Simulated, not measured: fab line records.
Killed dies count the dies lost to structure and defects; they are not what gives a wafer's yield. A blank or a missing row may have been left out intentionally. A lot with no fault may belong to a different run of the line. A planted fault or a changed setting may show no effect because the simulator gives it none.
A lot that was struck, set against a sound lot ; flow n5 finfet ; 24 out of 1938 route steps
Sound: these wafers, L941.3, L941.4, L941.6. The struck wafers were L952.1, L952.3, L952.5. The cause comes at the end.
For every step that has rows: the tool of each side, followed by ch and its chambers, followed by its first start. Under that, the readings that differ: sound wafers ; struck wafers ; difference of the means ; sigmas: that difference in standard deviations of wafers without a fault.
alike: a reading whose means differ by less than 2 such deviations, as well as words and numbers matching on both sides. not compared: withheld readings; readings where some wafer has no value; bounds like >300 that might hide an equal value; numbers whose values overlap and for which the record gives no deviation.
A row with sigmas, a row that says differs or no value, or rows on one side alone: a step with any of these is where the two part. Non-overlapping numbers with no deviation appear without sigmas and do not part them. A reading missing from all wafers of one side parts the sides only when that side holds two or more wafers.

first, 9 steps without rows for these wafers: N5_BEOL_M3_ILD_DEP_00 (deposits SiOC from DEMS/O2, target thk 79 nm, time 15.3 s); N5_BEOL_M3_PECVD_72 (deposits SiO2 from TEOS/O2, target thk 16 nm, time 18 s); N5_BEOL_M3_HM_DEP_02 (deposits TiN, target thk 20 nm); N5_BEOL_M3_COAT_61 (time 60 s, resist thk 60 nm); N5_BEOL_M3_COAT_62 (time 60 s, resist thk 12 nm); N5_BEOL_M3_COAT_73 (time 60 s, resist thk 5 nm); N5_BEOL_M3_COAT_05 (resist thk 30 nm); N5_BEOL_M3_EBR_07; N5_BEOL_M3_SOFTBAKE_06 (time 60 s).
N5_BEOL_M3_EXPOSE_08: exposes mask M3.
  sound on euv scanner-01 ch 0, day 9 05:40; struck on euv scanner-01 ch 0, day 12 06:28
reading;sound;struck;difference;sigmas
exposure dose mJ cm2;32.96 32.95 32.95;31.69 31.65 31.64;-1.29;-35
  alike: mask
then, 2 steps without rows for these wafers: N5_BEOL_M3_PEB_09 (peb time 60 s); N5_BEOL_M3_DEVELOP_10 (develop time 30 s).
N5_BEOL_M3_CD_MEAS_11: the cd target is 17.05 nm.
  sound on cd sem-03 ch 0, day 9 05:47; struck on cd sem-03 ch 0, day 12 06:35
  alike: cd nm
then, 1 step without rows for these wafers: N5_BEOL_M3_DESCUM_16 (chemistry O2, time 7 s).
N5_BEOL_M3_ETCH_74: etches underlayer in N2/H2, target depth 6.5 nm, time 5.2 s.
  sound on rie diel-05 ch 1,2,3, day 9 05:56; struck on rie diel-06 ch 0,1,3, day 12 06:48
reading;sound;struck;difference;sigmas
throttle valve pct (%);18.08 17.74 17.95;17.41 17.57 17.49;-0.43;-2
model.BEOL_M3.cd offset nm (nm);-0.2 0 -0.2;-0.6 -0.6 -0.4;-0.4;
  alike: drypump motor current A, etch rf on time s, n2 flow sccm, oes product au, rf vpp V, showerhead plenum p Torr
  not compared: rf hours counter h
then, 5 steps without rows for these wafers: N5_BEOL_M3_ETCH_63 (etches SiARC in CF4, target depth 15.6 nm, time 26 s); N5_BEOL_M3_ETCH_64 (etches SOC in N2/H2, target depth 75 nm, overetch 15 nm, time 112.5 s); N5_BEOL_M3_STRIP_65 (strips in N2/H2); N5_BEOL_M3_STRIP_75 (strips in N2/H2); N5_BEOL_M3_STRIP_66 (strips in CF4).
N5_BEOL_M3_HM_OPEN_17: chemistry Cl2/BCl3, target TiN, target depth 20 nm, overetch 6 nm.
  sound on rie metal-03 ch 0,1, day 9 06:11; struck on rie metal-03 ch 0,1, day 12 07:01
  alike: drypump motor current A, oes product au, throttle valve pct
  not compared: rf hours counter h, model.BEOL_M3.cd offset nm
then, 1 step without rows for these wafers: N5_BEOL_M3_STRIP_19 (strips in O2).
N5_BEOL_M4_RC_MEAS_101:
  sound on prober-01 ch 0, day 10 00:25; struck on prober-01 ch 0, day 12 21:28
  alike: DIBL_N, DIBL_P, IOFF_N, IOFF_P, ION_N, ION_P, SS_N, SS_P, VT_N, VT_P
-- record jumps: 4 days separate the struck wafers' starts on either side; left off in module BEOL_M4, taken up again in module PASSIVATION, whose first shown step is the route's number 1936 --
N5_PASSIVATION_PROBE_49:
  record: rows for the struck wafers here (prober-01, day 17 08:01), none for the sound ones

## WHERE THEY PART
Last at N5_PASSIVATION_PROBE_49 as far as this record goes, first at N5_BEOL_M3_EXPOSE_08.

WHY: whatever the simulator had introduced
Process parameters drifting: euv scanner-01 at N5_BEOL_M3_EXPOSE_08, beginning at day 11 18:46. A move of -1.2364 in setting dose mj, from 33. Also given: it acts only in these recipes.
